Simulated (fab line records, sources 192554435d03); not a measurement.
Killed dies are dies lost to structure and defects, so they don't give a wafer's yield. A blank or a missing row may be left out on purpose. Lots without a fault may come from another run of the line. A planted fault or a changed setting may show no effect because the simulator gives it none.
fab line records | flow n5_finfet
record lots=4 wafers=11 last_day=17
route steps=1938 shown BEOL_M6@1254 BEOL_M7@1263
lots that met no fault: from a run of the same line without faults
start_h: hours from the record's first day to the start of the lot's first wafer shown | wait_h: hours since the lot's step before | " the same as in the row above | L1.1+2: a row that stands for several wafers | - no value, or no start given | * or withheld: withheld | < > ~ a bound
route shown NAME@n: a module of which the file shows steps, and the number in the route of the first | usual: mean/standard deviation of fault-free wafers | same: alike in all rows | chamber/n: place in a boat | sites: the reading at each site | _std_site: their standard deviation | _edge_site: outer sites' mean less inner sites' | radius_mm: how far each site lies from the wafer's centre | mask NAME#n: copy n | behind: the tool/chamber that last shaped the wafer | hold: why the lot was held/for how many hours/how that ended | device: the transistor (n, p or np) that didn't switch | end of line: the same wafers' tests at the end of the route | a step without rows: its recipe alone | killed: dies lost to structure and defects at the first sort, not the wafer's yield | map: a wafer's dies, x killed, . not, _ none there
set.NAME: the setting as run; set.NAME@STEP: as run at that earlier step | model.NAME: the simulator's own value behind a step, which no gauge read
lots at some steps of the route; a table a step, a row a wafer
services: from which hour (start_h, from the record's first day; less than 0 if before it) a tool's chamber was out of use, for how many hours, and why
## steps
# step N5_BEOL_M6_SPUTTER_48
# recipe material=Cu target_thk_a=100 temp_c=-20 bias_v=60 power_w=26000 chamber_pressure_pa=0.13 time_s=1.667
# step N5_BEOL_M6_ECD_50
# recipe material=Cu target_thk_a=3000
# step N5_BEOL_M6_ANNEAL_51
# recipe temp_c=225 time_s=90 ambient=N2
# step N5_BEOL_M6_CMP_52
# recipe stop_on=SiCOH_lowk t_overpolish_s=6.9 down_force_psi=1 platen_rpm=50 clearing_platen_down_force_psi=1.5 clearing_platen_rpm=50 post_cmp_clean=cu_alkaline target_thk_nm=80 clearing_platen_pad_velocity_m_s=0.99484 pad_velocity_m_s=0.99484
# step N5_BEOL_M6_PRE_CLEAN_55
# recipe gas=NH3 time_s=15 temp_c=withheld rf_power_w=300
# step N5_BEOL_M6_DEP_56
# recipe material=SiCN target_thk_a=100 temp_c=withheld precursor=3MS/NH3 pressure_torr=3 rf_w=202 time_s=17.5
# step N5_BEOL_M7_ILD_DEP_00
# recipe material=SiCOH_lowk target_thk_a=1797.5 temp_c=300 precursor=DEMS/porogen pressure_torr=5 rf_w=500 time_s=33.4
# step N5_BEOL_M7_CURE_74
# recipe temp_c=385 time_s=240 ambient=He/Ar material=SiCOH_lowk
# step N5_BEOL_M7_PECVD_70
# recipe material=SiO2 target_thk_a=200 temp_c=400 precursor=TEOS/O2 pressure_torr=5.5 rf_w=450 teos_flow_sccm=53.8 gas=O2 flow_sccm=3000 time_s=22.7
# usual heater_power_w=667/80 showerhead_plenum_p_Torr=8.79/0.05 susceptor_temp_C=399.97/0.22 throttle_valve_pct=21.8/0.88
# same time_s=22.7
# columns lot.wafer tool chamber start_h wait_h heater_power_w showerhead_plenum_p_Torr susceptor_temp_C throttle_valve_pct model.SiO2_of_BEOL_M7_PECVD_70.thk_nm
L900.1 pecvd-03 1 236.32 0.0 720 8.86 400.14 21.4 19.8
L900.4 " 1 " " 713 8.88 399.92 21.1 20.2
L900.6 " 0 " " 740 8.79 399.79 22.7 20
L907.4 pecvd-03 0 279.91 0.1 850 8.76 400.46 22.7 20.2
L907.5 " 2 " " 704 8.84 399.95 20.7 20.6
L907.6 " 1 " " 764 8.89 411.28 21.3 18.6
L911.4 pecvd-03 2 306.16 0.1 657 8.80 399.98 20.8 20.4
L911.5 " 1 " " 635 8.87 411.34 21.4 18.4
L914.3 pecvd-02 2 328.09 0.0 590 8.83 399.67 22.0 19.8
L914.4 " 0 " " 585 8.74 400.19 21.9 20
L914.6 " 1 " " 686 8.81 400.09 20.8 20.2
# step N5_BEOL_M7_HM_DEP_02
# recipe material=TiN target_thk_a=200 temp_c=25 chamber_pressure_pa=0.49996
# step N5_BEOL_M7_COAT_59
# recipe resist=SOC temp_c=250 time_s=60 spin_rpm=1500 resist_thk_nm=100
# step N5_BEOL_M7_COAT_60
# recipe resist=SiARC temp_c=220 time_s=60 spin_rpm=1500 resist_thk_nm=35
# step N5_BEOL_M7_COAT_05
# recipe resist=CAR-ArF spin_rpm=1500 resist_thk_nm=90
# step N5_BEOL_M7_EBR_07
# recipe solvent=PGMEA ebr_width_mm=1.5
# step N5_BEOL_M7_SOFTBAKE_06
# recipe temp_c=110 time_s=60 resist=CAR-ArF
# step N5_BEOL_M7_EXPOSE_08
# recipe mask_id=M7 na=1.35 source_shape=dipole sigma_inner=0.817 sigma_outer=0.97 polarization=te dose_mj=68.25
# step N5_BEOL_M7_PEB_09
# recipe peb_temp_c=withheld peb_time_s=60 resist=CAR-ArF
# step N5_BEOL_M7_DEVELOP_10
# recipe develop_time_s=30 developer=TMAH resist=CAR-ArF rinse_liquid=diw dry=air_spin dev_temp_c=23
# step N5_BEOL_M7_DESCUM_16
# recipe chemistry=O2 time_s=7.9 source_power_w=50 bias_power_w=20 pressure_mtorr=20 rf_frequency_hz=2.712e+07 temp_c=40 resist=CAR-ArF o2_flow_sccm=225
# step N5_BEOL_M7_ETCH_61
# recipe chemistry=CF4 target=SiARC target_depth_a=455 mask_material=CAR-ArF time_s=75.8 ion_energy_ev=80 pressure_mtorr=40 source_w=545 bias_w=36 Ar_flow_sccm=100 cf4_flow_sccm=100 ends=cleared
# step N5_BEOL_M7_ETCH_62
# recipe chemistry=N2/H2 target=SOC target_depth_a=1100 overetch_a=220 mask_material=SiARC temp_c=40 time_s=165 ion_energy_ev=200 pressure_mtorr=30 source_w=840 bias_w=150 n2_flow_sccm=200 h2_flow_sccm=200
# step N5_BEOL_M7_STRIP_68
# recipe chemistry=N2/H2 temp_c=40 n2_flow_sccm=200 h2_flow_sccm=200 rf_frequency_hz=6e+07
# step N5_BEOL_M7_STRIP_67
# recipe chemistry=CF4 resist=SiARC power_w=300 bias_power_w=75 pressure_mtorr=50 cf4_flow_sccm=150 rf_frequency_hz=6e+07
# step N5_BEOL_M7_HM_OPEN_17
# recipe chemistry=Cl2/BCl3 target_depth_a=200 overetch_a=60 target=TiN mask_material=SOC ion_energy_ev=150 pressure_mtorr=10 icp_w=1000 bias_w=126 Cl2_flow_sccm=53.25 bcl3_flow_sccm=21.75 Ar_flow_sccm=25
# step N5_BEOL_M7_STRIP_19
# recipe chemistry=O2 power_w=400 temp_c=40 pressure_mtorr=30 rf_frequency_hz=6e+07 bias_power_w=0 overash_fraction=0.2 o2_flow_sccm=225
# step N5_BEOL_M7_COAT_63
# recipe resist=SOC temp_c=250 time_s=60 spin_rpm=1500 resist_thk_nm=60
# step N5_BEOL_M7_COAT_64
# recipe resist=SiARC temp_c=220 time_s=60 spin_rpm=1500 resist_thk_nm=12
# step N5_BEOL_M7_COAT_71
# recipe resist=underlayer temp_c=205 time_s=60 spin_rpm=1500 resist_thk_nm=5
# step N5_BEOL_M7_COAT_22
# recipe resist=CAR-EUV spin_rpm=1500 resist_thk_nm=30
# step N5_BEOL_M7_EBR_24
# recipe solvent=PGMEA ebr_width_mm=1.5
# step N5_BEOL_M7_SOFTBAKE_23
# recipe temp_c=110 time_s=60 resist=CAR-EUV
# step N5_BEOL_M7_EXPOSE_25
# recipe mask_id=V6 na=0.33 source_shape=annular sigma_inner=0.4 sigma_outer=0.8 polarization=unpolarized target_cd_nm=40 dose_mj=42.5
# step N5_BEOL_M7_PEB_26
# recipe peb_temp_c=100 peb_time_s=60 resist=CAR-EUV
# step N5_BEOL_M7_DEVELOP_27
# recipe develop_time_s=30 developer=TMAH resist=CAR-EUV rinse_liquid=surfactant_rinse dry=air_spin dev_temp_c=23
# step N5_BEOL_M7_HM_STRIP_39
# recipe chemistry=peroxide_tin_strip material=TiN target_depth_a=250 temp_c=50 time_s=158
# same time_s=158
# columns lot.wafer tool chamber start_h wait_h model.SiO2_of_BEOL_M7_PECVD_70.thk_nm
L900.1 wet_bench-04 4 240.05 0.0 19.6
L900.4+6 " 3,5 " " 20
L907.4 wet_bench-05 2 287.03 0.0 20
L907.5 " 1 " " 20.4
L907.6 " 3 " " 18.4
L911.4 wet_bench-02 1 310.21 0.0 20.2
L911.5 " 7 " " 18.4
L914.3 wet_bench-04 5 336.14 0.0 19.6
L914.4 " 2 " " 19.8
L914.6 " 3 " " 20
## services
# columns tool chamber start_h hours kind
wet_bench-05 - 220.35 3.3 repair
pecvd-03 - 327.41 6.0 pm
## key
first_sign step=N5_BEOL_M7_PECVD_70 reading=susceptor_temp_C direction=up sigmas=51 usual=* struck=*
effect none on later readings
model_effect step=N5_BEOL_M7_PECVD_70 value=SiO2_of_BEOL_M7_PECVD_70.thk_nm without=20.1 struck=18.5
model_effect step=N5_BEOL_M7_HM_STRIP_39 value=SiO2_of_BEOL_M7_PECVD_70.thk_nm without=19.9 struck=18.4
met_at N5_BEOL_M7_PECVD_70
struck_wafers L907.6,L911.5
onset_between 236.32 279.91
fault kind=process_parameter_drift tool=pecvd-03 chamber=1 onset_h=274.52 steps=N5_BEOL_M7_PECVD_70 channel=temp_c offset=* shape=step acts_in=* stated=*
